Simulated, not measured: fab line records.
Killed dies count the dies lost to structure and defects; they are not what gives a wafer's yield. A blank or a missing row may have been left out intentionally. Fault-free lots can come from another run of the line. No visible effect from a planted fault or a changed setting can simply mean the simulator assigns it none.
fab line records	flow n5-finfet
[record] lots = 7	wafers = 21
route steps=1938 shown ZERO_LAYER@6 FIN_SAQP@125 DUMMY_GATE@224 SD_EPI_N@268
start-h: the number of hours between the record's first day and the start of the first shown wafer of the lot	wait-h: how many hours have passed since the lot's step before this one	" the same as in the row above	L1.1+2: one row covering several wafers at once	- no value present, or no start provided	* or withheld: withheld	< > ~ a bound
route shown NAME@n: a module of which the file shows steps, and the number in the route of the first	usual: the fault-free wafers' mean and standard deviation	same: alike in all rows	chamber/n: place in a boat	sites: the reading at each site	_std_site: how widely they spread, as a standard deviation	_edge_site: mean of outer sites minus mean of inner sites	radius-mm: for every site, how far away it sits from the centre of the wafer	mask NAME#n: copy n	behind: the last tool/chamber to shape the wafer	hold: reason for holding the lot/hours on hold/outcome of the hold	device: transistor that didn't switch, given as n, p or np	end of line: the tests these same wafers got at the end of their route	a step without rows: its recipe alone	killed: the dies lost at the first sort to structure and to defects; this is not the yield of the wafer	map: the dies of a wafer, with x for killed, . for not killed, _ for no die there
set.NAME: the setting the step ran with; set.NAME@STEP: the setting that earlier step ran with	model.NAME: the simulator's own value behind a step, which no gauge read
one table per step and one row per wafer, for lots whose settings were changed on purpose
[[steps]]
[step N5_ZERO_LAYER_COAT_05]
[recipe] spin-rpm = 1500	resist-thk-nm = 1000
lot.wafer	tool	chamber	start-h	wait-h	set.spin-rpm	model.coat_of_ZERO_LAYER_COAT_05.thk-nm
L075.1	litho-track-01	0	-	-	1500	997.5
L075.5	"	0	"	"	1422	1023
L075.6	"	0	"	"	1422	1028
L077.3	litho-track-02	0	-	-	1500	995.5
L077.5	"	0	"	"	1456	1012
L077.6	"	0	"	"	1456	1018
L080.1	litho-track-05	0	-	-	1500	1001
L080.5	"	0	"	"	1500	996.5
L080.6	"	0	"	"	1500	997.9
L084.2	litho-track-01	0	-	-	1610	960.7
L084.3	"	0	"	"	1610	959.9
L084.5	"	0	"	"	1500	995.3
L085.1	litho-track-05	0	-	-	1387	1042
L085.2	"	0	"	"	1387	1041
L085.6	"	0	"	"	1500	1001
L089.3	litho-track-02	0	-	-	1500	1001
L089.5	"	0	"	"	1500	1004
L089.6	"	0	"	"	1608	966.3
L097.1	litho-track-02	0	-	-	1500	995.3
L097.2	"	0	"	"	1500	997.5
L097.6	"	0	"	"	1500	996.7
[step N5_ZERO_LAYER_EXPOSE_08]
[recipe] mask-id = ZERO	na = 0.55	source-shape = conventional	sigma-outer = 0.8	polarization = unpolarized	defocus-nm = 0	target-cd-nm = 2000	dose-mj = 16.2
lot.wafer	tool	chamber	start-h	wait-h	mask	set.dose-mj
L075.1+5+6	krf-scanner-02	0	18.59	-	ZERO#0	16.2
L077.3+5+6	krf-scanner-01	0	30.48	-	ZERO#0	16.2
L080.1+5+6	krf-scanner-01	0	48.59	-	ZERO#0	16.2
L084.2+3	krf-scanner-01	0	72.60	-	ZERO#0	17.14
L084.5	"	0	"	"	ZERO#0	16.2
L085.1+2+6	krf-scanner-01	0	78.46	-	ZERO#0	16.2
L089.3+6	krf-scanner-01	0	102.63	-	ZERO#0	17.39
L089.5	"	0	"	"	ZERO#0	16.2
L097.1	krf-scanner-02	0	150.59	-	ZERO#0	15.17
L097.2+6	"	0	"	"	ZERO#0	16.2
[step N5_ZERO_LAYER_PEB_09]
[recipe] peb-temp-c = withheld	peb-time-s = *
[step N5_ZERO_LAYER_DEVELOP_10]
[recipe] develop-time-s = 60	rinse-liquid = diw	dry = air-spin	dev-temp-c = 21
[step N5_ZERO_LAYER_HARDBAKE_23]
[recipe] temp-c = 130	time-s = 120
[step N5_ZERO_LAYER_CD_MEAS_11]
[recipe] target-cd-nm = 2000	landing-energy-ev = 500	detector = se-inlens
[usual] cd-nm = 1999/3.1
lot.wafer	tool	chamber	start-h	wait-h	set.dose-mj@ZERO_LAYER_EXPOSE_08	cd-nm
L075.1	cd-sem-01	0	18.77	-	16.2	2002
L075.5	"	0	"	"	16.2	1998
L075.6	"	0	"	"	16.2	1991
L077.3	cd-sem-01	0	30.64	-	16.2	1999
L077.5	"	0	"	"	16.2	1998
L077.6	"	0	"	"	16.2	2001
L080.1	cd-sem-02	0	48.77	-	16.2	2000
L080.5	"	0	"	"	16.2	2004
L080.6	"	0	"	"	16.2	1999
L084.2	cd-sem-01	0	72.77	-	17.14	2013
L084.3	"	0	"	"	17.14	2015
L084.5	"	0	"	"	16.2	1999
L085.1	cd-sem-01	0	78.64	-	16.2	1997
L085.2	"	0	"	"	16.2	2000
L085.6	"	0	"	"	16.2	1998
L089.3	cd-sem-01	0	102.79	-	17.39	2011
L089.5	"	0	"	"	16.2	1995
L089.6	"	0	"	"	17.39	2016
L097.1	cd-sem-02	0	150.77	-	15.17	1987
L097.2	"	0	"	"	16.2	2002
L097.6	"	0	"	"	16.2	2005
[step N5_ZERO_LAYER_DESCUM_16]
[recipe] chemistry = O2	time-s = 7.9	source-power-w = 50	bias-power-w = 20	pressure-mtorr = 20	rf-frequency-hz = 2.712e+07	temp-c = 40	o2-flow-sccm = 225
lot.wafer	tool	chamber	start-h	wait-h	set.dose-mj@ZERO_LAYER_EXPOSE_08	model.ZERO_LAYER.cd-nm
L075.1	rie-diel-01	1	18.80	0.0	16.2	-
L075.5	"	3	"	"	16.2	1998
L075.6	"	0	"	"	16.2	1991
L077.3	rie-diel-03	0	30.68	0.0	16.2	1999
L077.5	"	1	"	"	16.2	1998
L077.6	"	0	"	"	16.2	2001
L080.1	rie-diel-01	0	48.80	0.0	16.2	2000
L080.5	"	0	"	"	16.2	2004
L080.6	"	1	"	"	16.2	-
L084.2	rie-diel-04	1	72.80	0.0	17.14	2013
L084.3	"	2	"	"	17.14	2015
L084.5	"	3	"	"	16.2	1999
L085.1	rie-diel-04	0	78.68	0.0	16.2	1997
L085.2	"	1	"	"	16.2	-
L085.6	"	1	"	"	16.2	1998
L089.3	rie-diel-03	2	102.89	0.1	17.39	2012
L089.5	"	2	"	"	16.2	1995
L089.6	"	3	"	"	17.39	2016
L097.1	rie-diel-03	3	150.80	0.0	15.17	1986
L097.2	"	0	"	"	16.2	2002
L097.6	"	2	"	"	16.2	2005
[step N5_ZERO_LAYER_ETCH_17]
[recipe] chemistry = CF4	target = SiO2	target-depth-a = 120	time-s = 13.3	ion-energy-ev = 350	pressure-mtorr = 40	source-w = 450	bias-w = 215	Ar_flow_sccm = 100	cf4-flow-sccm = 100
lot.wafer	tool	chamber	start-h	wait-h	set.spin-rpm@ZERO_LAYER_COAT_05	model.coat_of_ZERO_LAYER_COAT_05.thk-nm
L075.1	rie-diel-01	1	18.84	0.0	1500	968.4
L075.5	"	3	"	"	1422	992.5
L075.6	"	0	"	"	1422	998.6
L077.3	rie-diel-03	0	30.71	0.0	1500	965.8
L077.5	"	1	"	"	1456	981.8
L077.6	"	0	"	"	1456	988.2
L080.1	rie-diel-01	0	48.84	0.0	1500	971.9
L080.5	"	0	"	"	1500	967.1
L080.6	"	1	"	"	1500	968.9
L084.2	rie-diel-04	1	72.84	0.0	1610	931.2
L084.3	"	2	"	"	1610	930.9
L084.5	"	3	"	"	1500	965.4
L085.1	rie-diel-04	0	78.71	0.0	1387	1012
L085.2	"	1	"	"	1387	1011
L085.6	"	1	"	"	1500	970.9
L089.3	rie-diel-03	2	102.93	0.0	1500	971
L089.5	"	2	"	"	1500	973.7
L089.6	"	3	"	"	1608	936.7
L097.1	rie-diel-03	3	150.84	0.0	1500	965.8
L097.2	"	0	"	"	1500	967.6
L097.6	"	2	"	"	1500	967
[step N5_ZERO_LAYER_ETCH_18]
[recipe] chemistry = HBr/Cl2	target = Si	target-depth-a = 1200	time-s = 40	pressure-mtorr = 10	icp-w = 800	bias-w = 75	HBr_flow_sccm = 150	Cl2_flow_sccm = 80
[step N5_ZERO_LAYER_STRIP_24]
[recipe] chemistry = O2	power-w = 1000	temp-c = 250	overash-fraction = 0.3	pressure-mtorr = 1000	o2-flow-sccm = 6750
[usual] strip-time-to-endpoint-s = 43.82/0.083
lot.wafer	tool	chamber	start-h	wait-h	set.spin-rpm@ZERO_LAYER_COAT_05	strip-time-to-endpoint-s
L075.1	plasma-asher-02	1	19.02	0.1	1500	43.84
L075.5	"	0	"	"	1422	44.51
L075.6	"	1	"	"	1422	44.69
L077.3	plasma-asher-01	1	30.91	0.1	1500	43.73
L077.5	"	1	"	"	1456	44.18
L077.6	"	0	"	"	1456	44.41
L080.1	plasma-asher-01	0	49.02	0.1	1500	43.89
L080.5	"	0	"	"	1500	43.74
L080.6	"	1	"	"	1500	43.82
L084.2	plasma-asher-01	0	73.02	0.1	1610	42.63
L084.3	"	1	"	"	1610	42.66
L084.5	"	1	"	"	1500	43.68
L085.1	plasma-asher-02	1	78.89	0.1	1387	45.13
L085.2	"	0	"	"	1387	45.08
L085.6	"	0	"	"	1500	43.86
L089.3	plasma-asher-01	1	103.13	0.1	1500	43.91
L089.5	"	1	"	"	1500	43.96
L089.6	"	0	"	"	1608	42.87
L097.1	plasma-asher-01	1	151.02	0.1	1500	43.70
L097.2	"	0	"	"	1500	43.81
L097.6	"	0	"	"	1500	43.73
[step N5_FIN_SAQP_SPACER1_ALD_24]
[recipe] material = SiO2	target-thk-a = 203	temp-c = 300	ald-precursor-family = BDEAS	ald-co-reactant = O2-plasma	pulse-time-s = 1	purge-time-s = 2	co-reactant-purge-time-s = 2	ald-cycles = 218	pressure-torr = 2
lot.wafer	tool	chamber	start-h	wait-h	set.ald-cycles	model.SiO2_of_FIN_SAQP_SPACER1_ALD_24.thk-nm
L075.1+5	ald-sin-02	2	28.71	0.3	218	20.2
L075.6	"	1	"	"	197	18.2
L077.3	ald-sin-01	2	41.64	0.4	218	20.2
L077.5	"	0	"	"	218	20.4
L077.6	"	1	"	"	206	19
L080.1+5	ald-sin-01	0	59.65	0.7	218	20.2
L080.6	"	1	"	"	218	20
L084.2	ald-sin-02	3	83.45	0.3	218	20.2
L084.3+5	"	1,3	"	"	218	20.4
L085.1	ald-sin-03	2	92.74	1.8	218	20.4
L085.2	"	3	"	"	194	18
L085.6	"	2	"	"	194	18.2
L089.3	ald-sin-01	0	113.43	0.3	218	20.4
L089.5	"	0	"	"	229	21.4
L089.6	"	1	"	"	218	20.2
L097.1+2	ald-sin-01	1,2	162.20	0.9	218	20.2
L097.6	"	2	"	"	253	23.4
[step N5_FIN_SAQP_SPACER1_ETCHBACK_25]
[recipe] chemistry = CHF3/O2	mode = anisotropic-etchback	target = SiO2	target-depth-a = 244	time-s = 12.2	pressure-mtorr = 30	source-w = 650	bias-w = 170	Ar_flow_sccm = 200	CHF3_flow_sccm = 50	O2_flow_sccm = 5	ion-energy-ev = 200
[step N5_FIN_SAQP_MANDREL1_REMOVE_56]
[recipe] chemistry = HBr/Cl2/O2	bt-time-s = 10	target = a-Si	stop-on = SiNx	endpoint = OES-SiCl	over-etch-frac = 1	icp-w = 600	bias-w = 22	HBr_flow_sccm = 150	Cl2_flow_sccm = 80	O2_flow_sccm = 5	pressure-mtorr = 10
lot.wafer	tool	chamber	start-h	wait-h	set.ald-cycles@FIN_SAQP_SPACER1_ALD_24	model.FIN_SAQP.cd-nm
L075.1	rie-si-01	0	29.55	0.1	218	20
L075.5	"	0	"	"	218	20.2
L075.6	"	1	"	"	197	18.2
L077.3	rie-si-03	2	42.45	0.1	218	20
L077.5	"	2	"	"	218	20.2
L077.6	"	3	"	"	206	19
L080.1	rie-si-03	3	60.45	0.1	218	20.4
L080.5	"	3	"	"	218	20.2
L080.6	"	0	"	"	218	20
L084.2	rie-si-02	2	84.26	0.1	218	20
L084.3	"	0	"	"	218	20.6
L084.5	"	2	"	"	218	20.2
L085.1	rie-si-02	1	93.62	0.1	218	20.2
L085.2+6	"	0,1	"	"	194	18
L089.3	rie-si-01	2	114.23	0.1	218	20.6
L089.5	"	3	"	"	229	21.2
L089.6	"	2	"	"	218	20.4
L097.1	rie-si-03	1	163.16	0.1	218	20.2
L097.2	"	3	"	"	218	20
L097.6	"	0	"	"	253	23.4
[step N5_FIN_SAQP_CD_MEAS_27]
[recipe] target-cd-nm = 20	landing-energy-ev = 1000	detector = se-inlens	polarity = line
[usual] cd-nm = 20.24/0.25
lot.wafer	tool	chamber	start-h	wait-h	set.ald-cycles@FIN_SAQP_SPACER1_ALD_24	cd-nm
L075.1	cd-sem-01	0	29.66	0.1	218	20.09
L075.5	"	0	"	"	218	20.02
L075.6	"	0	"	"	197	18.57
L077.3	cd-sem-02	0	42.56	0.1	218	20.00
L077.5	"	0	"	"	218	20.07
L077.6	"	0	"	"	206	19.40
L080.1	cd-sem-02	0	60.56	0.1	218	20.30
L080.5	"	0	"	"	218	20.47
L080.6	"	0	"	"	218	19.83
L084.2	cd-sem-02	0	84.37	0.1	218	20.07
L084.3	"	0	"	"	218	20.90
L084.5	"	0	"	"	218	19.76
L085.1	cd-sem-02	0	93.73	0.1	218	20.49
L085.2	"	0	"	"	194	18.14
L085.6	"	0	"	"	194	17.74
L089.3	cd-sem-01	0	114.35	0.1	218	20.40
L089.5	"	0	"	"	229	21.01
L089.6	"	0	"	"	218	20.70
L097.1	cd-sem-01	0	163.27	0.1	218	20.13
L097.2	"	0	"	"	218	20.24
L097.6	"	0	"	"	253	23.34
[step N5_DUMMY_GATE_COAT_28]
[recipe] resist = underlayer	temp-c = 205	time-s = 60	spin-rpm = 1500	resist-thk-nm = 10
lot.wafer	tool	chamber	start-h	wait-h	set.spin-rpm	model.underlayer_of_DUMMY_GATE_COAT_28.thk-nm
L075.1+5+6	litho-track-05	0	-	-	1500	10
L077.3+5+6	litho-track-01	0	-	-	1500	10
L080.1+5+6	litho-track-05	0	-	-	1500	10
L084.2	litho-track-02	0	-	-	1500	10
L084.3+5	"	0	"	"	1453	10.2
L085.1+2+6	litho-track-02	0	-	-	1500	10
L089.3	litho-track-01	0	-	-	1436	10.2
L089.5+6	"	0	"	"	1500	10
L097.1	litho-track-05	0	-	-	1500	10
L097.2+6	"	0	"	"	1632	9.6
[step N5_SD_EPI_N_PEB_07]
[recipe] peb-temp-c = 110	peb-time-s = 60	resist = CAR-ArF-block
lot.wafer	tool	chamber	start-h	wait-h	set.peb-time-s
L075.1	litho-track-01	0	58.87	0.1	60
L075.5+6	"	0	"	"	48.32
L077.3+6	litho-track-04	0	73.59	0.0	60
L077.5	"	0	"	"	71.9
L080.1+5+6	litho-track-04	0	84.36	0.1	60
L084.2+5	litho-track-03	0	110.73	0.0	49.11
L084.3	"	0	"	"	60
L085.1+6	litho-track-01	0	119.34	0.1	60
L085.2	"	0	"	"	48.47
L089.3+5	litho-track-01	0	139.60	0.0	64.25
L089.6	"	0	"	"	60
L097.1+2	litho-track-04	0	187.05	0.1	60
L097.6	"	0	"	"	65.61
[step N5_SD_EPI_N_DEVELOP_08]
[recipe] develop-time-s = 30	developer = TMAH	resist = CAR-ArF-block	dev-temp-c = 23	rinse-liquid = diw	dry = air-spin
[step N5_SD_EPI_N_CD_MEAS_09]
[recipe] target-cd-nm = 120	landing-energy-ev = 500	detector = se-inlens
[usual] cd-nm = 119.3/1.1
lot.wafer	tool	chamber	start-h	wait-h	set.peb-time-s@SD_EPI_N_PEB_07	cd-nm
L075.1	cd-sem-02	0	58.94	-	60	118.9
L075.5	"	0	"	"	48.32	111.9
L075.6	"	0	"	"	48.32	111.5
L077.3	cd-sem-02	0	73.66	-	60	120.2
L077.5	"	0	"	"	71.9	126.0
L077.6	"	0	"	"	60	121.6
L080.1	cd-sem-01	0	84.43	-	60	119.7
L080.5	"	0	"	"	60	120.0
L080.6	"	0	"	"	60	120.2
L084.2	cd-sem-01	0	110.79	-	49.11	110.3
L084.3	"	0	"	"	60	118.7
L084.5	"	0	"	"	49.11	109.6
L085.1	cd-sem-02	0	119.40	-	60	118.3
L085.2	"	0	"	"	48.47	111.7
L085.6	"	0	"	"	60	119.1
L089.3	cd-sem-02	0	139.67	-	64.25	121.3
L089.5	"	0	"	"	64.25	120.5
L089.6	"	0	"	"	60	119.4
L097.1	cd-sem-01	0	187.12	-	60	121.6
L097.2	"	0	"	"	60	120.5
L097.6	"	0	"	"	65.61	123.7
[step N5_SD_EPI_N_DESCUM_14]
[recipe] chemistry = O2	time-s = 7.9	source-power-w = 50	bias-power-w = 20	pressure-mtorr = 20	rf-frequency-hz = 2.712e+07	temp-c = 40	resist = CAR-ArF-block	o2-flow-sccm = 225
lot.wafer	tool	chamber	start-h	wait-h	set.peb-time-s@SD_EPI_N_PEB_07	model.SD_EPI_N.cd-nm
L075.1	rie-diel-05	0	59.03	0.0	60	118.8
L075.5	"	1	"	"	48.32	111.6
L075.6	"	2	"	"	48.32	111.2
L077.3	rie-diel-05	2	74.02	0.3	60	120.4
L077.5	"	0	"	"	71.9	126
L077.6	"	3	"	"	60	121.2
L080.1+5+6	rie-diel-05	0,3,2	84.52	0.0	60	119.8
L084.2	rie-diel-05	3	110.88	0.0	49.11	109.8
L084.3	"	2	"	"	60	118.2
L084.5	"	2	"	"	49.11	109.6
L085.1	rie-diel-06	1	119.49	0.0	60	118.4
L085.2	"	2	"	"	48.47	111.8
L085.6	"	3	"	"	60	119.2
L089.3	rie-diel-02	0	140.07	0.3	64.25	121
L089.5	"	3	"	"	64.25	120.6
L089.6	"	0	"	"	60	119.4
L097.1	rie-diel-06	2	187.21	0.0	60	121.6
L097.2	"	3	"	"	60	120.2
L097.6	"	2	"	"	65.61	123.6
[step N5_SD_EPI_N_ETCH_34]
[recipe] chemistry = CF4	target = SiARC	target-depth-a = 455	mask-material = CAR-ArF-block	time-s = 75.8	ion-energy-ev = 80	pressure-mtorr = 40	source-w = 545	bias-w = 36	Ar_flow_sccm = 100	cf4-flow-sccm = 100	ends = cleared
lot.wafer	tool	chamber	start-h	wait-h	set.peb-time-s@SD_EPI_N_PEB_07	model.SD_EPI_N.cd-nm
L075.1	rie-diel-05	0	59.06	0.0	60	118.6
L075.5+6	"	1,2	"	"	48.32	111.2
L077.3	rie-diel-05	2	74.06	0.0	60	120.4
L077.5	"	0	"	"	71.9	125.8
L077.6	"	3	"	"	60	121.4
L080.1	rie-diel-05	0	84.55	0.0	60	119.4
L080.5	"	3	"	"	60	120
L080.6	"	2	"	"	60	119.8
L084.2	rie-diel-05	3	110.92	0.0	49.11	110
L084.3	"	2	"	"	60	118.4
L084.5	"	2	"	"	49.11	109.6
L085.1	rie-diel-06	1	119.53	0.0	60	118.6
L085.2	"	2	"	"	48.47	111.8
L085.6	"	3	"	"	60	119.2
L089.3	rie-diel-02	0	140.10	0.0	64.25	121.4
L089.5	"	3	"	"	64.25	120.8
L089.6	"	0	"	"	60	119.6
L097.1	rie-diel-06	2	187.24	0.0	60	121.4
L097.2	"	3	"	"	60	120.2
L097.6	"	2	"	"	65.61	123.8
[step N5_SD_EPI_N_ETCH_35]
[recipe] chemistry = N2/H2	target = SOC	overetch-a = 1080	mask-material = SiARC	temp-c = 40	ion-energy-ev = 100	source-w = 3000	bias-w = 133	pressure-mtorr = 20	time-s = 486	n2-flow-sccm = 200	h2-flow-sccm = 200
lot.wafer	tool	chamber	start-h	wait-h	set.peb-time-s@SD_EPI_N_PEB_07	model.SD_EPI_N.cd-nm
L075.1	rie-diel-05	0	59.12	0.0	60	119.8
L075.5	"	1	"	"	48.32	110
L075.6	"	2	"	"	48.32	113.4
L077.3	rie-diel-05	2	74.11	0.0	60	121.6
L077.5	"	0	"	"	71.9	127.2
L077.6	"	3	"	"	60	120.6
L080.1	rie-diel-05	0	84.61	0.0	60	119.8
L080.5	"	3	"	"	60	120.4
L080.6	"	2	"	"	60	121
L084.2	rie-diel-05	3	110.97	0.0	49.11	109.6
L084.3	"	2	"	"	60	117.8
L084.5	"	2	"	"	49.11	109.4
L085.1	rie-diel-06	1	119.58	0.0	60	121.2
L085.2	"	2	"	"	48.47	110.8
L085.6	"	3	"	"	60	118.4
L089.3	rie-diel-02	0	140.16	0.0	64.25	120.6
L089.5	"	3	"	"	64.25	122.8
L089.6	"	0	"	"	60	118
L097.1	rie-diel-06	2	187.30	0.0	60	121.2
L097.2	"	3	"	"	60	118.6
L097.6	"	2	"	"	65.61	123.2
[step N5_SD_EPI_N_ETCHBACK_44]
[recipe] chemistry = CH3F/O2	mode = anisotropic-etchback	target = SiNx	target-depth-a = 145	stop-on = SiO2	over-etch-frac = 0.3	ion-energy-ev = 120	pressure-mtorr = 30	source-w = 395	bias-w = 73	Ar_flow_sccm = 150	CH3F_flow_sccm = 30	O2_flow_sccm = 20
lot.wafer	tool	chamber	start-h	wait-h	set.over-etch-frac
L075.1+5	rie-diel-05	0,1	59.44	0.0	0.3195
L075.6	"	2	"	"	0.3
L077.3+6	rie-diel-05	2,3	74.44	0.0	0.3
L077.5	"	0	"	"	0.2825
L080.1+5+6	rie-diel-05	0,3,2	84.93	0.0	0.3
L084.2+5	rie-diel-05	3,2	111.30	0.0	0.3
L084.3	"	2	"	"	0.3176
L085.1+2	rie-diel-06	1,2	119.91	0.0	0.3
L085.6	"	3	"	"	0.306
L089.3+5	rie-diel-02	0,3	140.48	0.0	0.3217
L089.6	"	0	"	"	0.3
L097.1+2	rie-diel-06	2,3	187.62	0.0	0.2798
L097.6	"	2	"	"	0.3
[step N5_SD_EPI_N_ETCH_45]
[recipe] chemistry = CH3F/O2	target = SiOCN	target-depth-a = 60	mask-material = SOC	ion-energy-ev = 60	bias-w = 29	pressure-mtorr = 15	source-w = 410	Ar_flow_sccm = 150	CH3F_flow_sccm = 30	O2_flow_sccm = 20
[step N5_SD_EPI_N_ETCH_16]
[recipe] chemistry = CHF3/O2	target = SiO2	target-depth-a = 50	mask-material = SOC	pressure-mtorr = 30	source-w = 650	bias-w = 170	Ar_flow_sccm = 200	CHF3_flow_sccm = 50	O2_flow_sccm = 5	ion-energy-ev = 200
lot.wafer	tool	chamber	start-h	wait-h	set.peb-time-s@SD_EPI_N_PEB_07	model.SD_EPI_N.cd-nm
L075.1	rie-diel-05	0	59.64	0.1	60	119.4
L075.5	"	1	"	"	48.32	110
L075.6	"	2	"	"	48.32	113.4
L077.3	rie-diel-05	2	74.64	0.1	60	121.6
L077.5	"	0	"	"	71.9	127
L077.6	"	3	"	"	60	120.6
L080.1	rie-diel-05	0	85.13	0.1	60	119.8
L080.5	"	3	"	"	60	120.6
L080.6	"	2	"	"	60	121
L084.2	rie-diel-05	3	111.50	0.1	49.11	109.6
L084.3	"	2	"	"	60	117.6
L084.5	"	2	"	"	49.11	109.4
L085.1	rie-diel-06	1	120.11	0.1	60	121
L085.2	"	2	"	"	48.47	110.8
L085.6	"	3	"	"	60	118.6
L089.3	rie-diel-02	0	140.68	0.1	64.25	120.4
L089.5	"	3	"	"	64.25	122.6
L089.6	"	0	"	"	60	118
L097.1	rie-diel-06	2	187.82	0.1	60	121.4
L097.2	"	3	"	"	60	118.6
L097.6	"	2	"	"	65.61	123.4
[[key]]
[split] step = N5_ZERO_LAYER_COAT_05	setting = spin-rpm	stated = 1500	by = wafer
[response] step = N5_ZERO_LAYER_COAT_05	reading = model.coat_of_ZERO_LAYER_COAT_05.thk-nm	change = -5.17	per = 1%	r = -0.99
[response] step = N5_ZERO_LAYER_ETCH_17	reading = model.coat_of_ZERO_LAYER_COAT_05.thk-nm	change = -5.12	per = 1%	r = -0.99
[response] step = N5_ZERO_LAYER_STRIP_24	reading = strip-time-to-endpoint-s	change = *	per = 1%	r = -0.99
[split] step = N5_ZERO_LAYER_EXPOSE_08	setting = dose-mj	stated = 16.2	by = wafer
[response] step = N5_ZERO_LAYER_CD_MEAS_11	reading = cd-nm	change = +2.6	per = 1%	r = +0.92
[response] step = N5_ZERO_LAYER_DESCUM_16	reading = model.ZERO_LAYER.cd-nm	change = +2.66	per = 1%	r = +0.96
[split] step = N5_FIN_SAQP_SPACER1_ALD_24	setting = ald-cycles	stated = 218	by = wafer
[response] step = N5_FIN_SAQP_SPACER1_ALD_24	reading = model.SiO2_of_FIN_SAQP_SPACER1_ALD_24.thk-nm	change = +0.206	per = 1%	r = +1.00
[response] step = N5_FIN_SAQP_MANDREL1_REMOVE_56	reading = model.FIN_SAQP.cd-nm	change = +0.199	per = 1%	r = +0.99
[response] step = N5_FIN_SAQP_CD_MEAS_27	reading = cd-nm	change = +0.187	per = 1%	r = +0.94
[split] step = N5_DUMMY_GATE_COAT_28	setting = spin-rpm	stated = 1500	by = wafer
[response] step = N5_DUMMY_GATE_COAT_28	reading = model.underlayer_of_DUMMY_GATE_COAT_28.thk-nm	change = -0.0474	per = 1%	r = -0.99
[split] step = N5_SD_EPI_N_PEB_07	setting = peb-time-s	stated = 60	by = wafer
[response] step = N5_SD_EPI_N_CD_MEAS_09	reading = cd-nm	change = +0.354	per = 1%	r = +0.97
[response] step = N5_SD_EPI_N_DESCUM_14	reading = model.SD_EPI_N.cd-nm	change = +0.355	per = 1%	r = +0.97
[response] step = N5_SD_EPI_N_ETCH_34	reading = model.SD_EPI_N.cd-nm	change = +0.356	per = 1%	r = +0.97
[response] step = N5_SD_EPI_N_ETCH_35	reading = model.SD_EPI_N.cd-nm	change = +0.41	per = 1%	r = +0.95
[response] step = N5_SD_EPI_N_ETCH_16	reading = model.SD_EPI_N.cd-nm	change = +0.4	per = 1%	r = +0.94
[split] step = N5_SD_EPI_N_ETCHBACK_44	setting = over-etch-frac	stated = 0.3	by = wafer
response none clear
